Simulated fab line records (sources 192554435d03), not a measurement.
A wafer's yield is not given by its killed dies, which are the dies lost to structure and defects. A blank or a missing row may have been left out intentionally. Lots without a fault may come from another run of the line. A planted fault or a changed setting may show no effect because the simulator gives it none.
Chamber matching    flow n5Finfet    N5_GATE_CUT_HM_DEP_46 on pecvd-03 has 3 sister chambers
The step deposits SiO2 from TEOS/O2, target thk 130 nm, time 26.6 s. 6 wafers are shown with their chamber, then 8 later ones without.

## WAFERS PAIRED WITH THEIR CHAMBERS
wafer   chamber  throttleValvePct (%)  heaterPowerW (W)
L082.4  0        19.6                  731
L083.4  0        19.3                  737
L085.2  1        19.3                  668
L085.3  2        18.1                  570
L085.6  1        19.3                  671
L090.1  2        18.0                  487

## WAFERS MISSING THEIR CHAMBER
wafer   throttleValvePct (%)  heaterPowerW (W)
L090.4  18.0                  492
L090.6  19.2                  678
L093.1  19.2                  693
L093.5  19.1                  686
L093.6  18.1                  520
L095.1  19.5                  625
L095.2  18.2                  521
L095.4  19.6                  623

## WHICH CHAMBER EACH ONE RAN IN
wafer   from the rows above      in truth
L090.4  2                        2
L090.6  can't be placed: 1 or 0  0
L093.1  can't be placed: 1 or 0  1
L093.5  can't be placed: 1 or 0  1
L093.6  2                        2
L095.1  can't be placed: 1 or 0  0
L095.2  2                        2
L095.4  can't be placed: 1 or 0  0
Placed correctly: 3 of 8. Cannot be placed on the basis of these rows: 5; the candidates contain the true chamber in 5. Number placed wrongly: 0.
How it was worked out, from the rows above alone: a wafer's distance from a chamber is the root of the sum, over the readings, of the square of ((its reading less the chamber's mean) divided by the reading's scatter). The wafer belongs to the nearest chamber; if the next one is less than 2 further off, it can't be placed. A chamber's mean is the mean of its shown wafers. How the scatter is found: for the shown wafers, subtract from each reading the mean of its chamber, square and add these, divide the total by (wafers less chambers), then take the root.
